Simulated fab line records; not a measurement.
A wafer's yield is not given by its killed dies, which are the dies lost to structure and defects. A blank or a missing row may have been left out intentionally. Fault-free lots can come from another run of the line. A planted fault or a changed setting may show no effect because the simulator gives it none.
Chamber matching -- flow n5_finfet -- 3 sister chambers for N5_BEOL_M4_ILD_DEP_00 on pecvd-01
The step deposits SiOC from DEMS/O2, target thk 79 nm, time 15.3 s. 3 wafers are shown with their chamber, then 9 later ones without.

== EACH WAFER AND ITS CHAMBER ==
wafer,chamber,throttle_valve_pct (%)
L087.5,1,13.5
L090.4,0,12.4
L090.6,2,11.9

== WAFERS MISSING THEIR CHAMBER ==
wafer,throttle_valve_pct (%)
L091.1,13.5
L091.2,11.8
L091.4,13.7
L095.1,13.5
L095.3,13.6
L095.6,13.3
L096.1,12.8
L096.2,12.0
L096.4,11.8

== THE CHAMBER EACH PASSED THROUGH ==
wafer,from the rows above,in truth
L091.1,1,1
L091.2,2,2
L091.4,1,1
L095.1,1,1
L095.3,1,1
L095.6,1,1
L096.1,can't be placed: 0 or 1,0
L096.2,can't be placed: 2 or 0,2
L096.4,2,2
7 of 9 placed correctly. From these rows, 2 cannot be placed; in 2 the true chamber is one of the candidates. Placed wrongly: 0.
How it was worked out, from the rows above alone: a wafer's distance from a chamber is the root of the sum, over the readings, of the square of ((its reading less the chamber's mean) divided by the reading's scatter). The wafer belongs to the nearest chamber; if the next one is less than 2 further off, it can't be placed. For every chamber, the mean is computed from those of its wafers that are shown. The scatter (one wafer shown for each chamber): square how far every hidden wafer sits from the nearest shown wafer, average those squares and take the square root.
